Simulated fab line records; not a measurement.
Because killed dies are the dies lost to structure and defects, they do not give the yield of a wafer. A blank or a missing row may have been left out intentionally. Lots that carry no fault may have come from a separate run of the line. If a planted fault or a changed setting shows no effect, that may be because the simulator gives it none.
Which tool did it? -- flow n5-finfet -- Sampling: 12 lots, 36 wafers, 2 of 1938 route steps

== WHAT THE GAUGES SHOWED, per wafer ==
N5_MOL_CONTACT_COAG_CD_MEAS_40: the cd target is 25.1 nm.
lot,measured,on,cd-nm (nm)
L075,day 5 10:32,cd-sem-01,25.24 25.00 25.21
L077,day 5 20:08,cd-sem-03,25.31 25.35 25.14
L079,day 6 09:44,cd-sem-02,25.22 25.49 25.09
L081,day 6 22:06,cd-sem-02,25.44 25.31 24.68
L083,day 7 11:17,cd-sem-03,24.79 25.11 24.96
L085,day 7 20:40,cd-sem-03,25.12 25.01 24.76
L087,day 8 19:08,cd-sem-03,25.32 25.01 25.01
L089,day 8 21:29,cd-sem-03,25.45 25.64 25.40
L091,day 9 06:58,cd-sem-01,24.95 25.18 24.68
L093,day 9 19:28,cd-sem-03,25.48 24.59 25.20
L095,day 10 10:23,cd-sem-02,25.01 24.82 25.36
L097,day 10 21:52,cd-sem-01,24.77 25.15 24.93

== WHAT TOOL EACH LOT RAN ON (gives the tool, then ch and the chambers of the sampled wafers, and finally the start) ==
lot,N5_MOL_CONTACT_COAG_ETCH_90
L075,"rie-diel-04 ch 0,2,3, day 5 09:27"
L077,"rie-diel-02 ch 0,3, day 5 18:55"
L079,"rie-diel-02 ch 1,3, day 6 08:33"
L081,"rie-diel-04 ch 1,2,3, day 6 21:01"
L083,"rie-diel-01 ch 1,2,3, day 7 09:59"
L085,"rie-diel-02 ch 0,1,3, day 7 19:33"
L087,"rie-diel-02 ch 0,2,3, day 8 17:57"
L089,"rie-diel-02 ch 0,1,2, day 8 19:41"
L091,"rie-diel-02 ch 1,2,3, day 9 05:44"
L093,"rie-diel-01 ch 0,2,3, day 9 18:08"
L095,"rie-diel-02 ch 0,2, day 10 09:07"
L097,"rie-diel-02 ch 0,1,2, day 10 20:44"
- N5_MOL_CONTACT_COAG_ETCH_90: etches SiARC in CF4, target depth 13 nm, time 21.7 s.

== THE ANSWER, worked out from the rows above alone ==
Rule: the lots themselves supply what counts as usual. Put in order of their means at a reading, lots are off if they are a third of the lots or fewer, leave a main group of 4 or more, and stand apart from it by a gap of 3 or more times the standard deviation of the main group's means; of several such gaps the widest counts. A main group is skipped when, at the precision printed for the reading in the tables above, its means are all equal. A lot without any number at a reading at which 4 lots or more have one is off too. All remaining lots with rows at the step are treated as sound.
Nothing can be told from this: no lot is off at any reading shown.

== WHAT WAS PUT IN BY THE SIMULATOR ==
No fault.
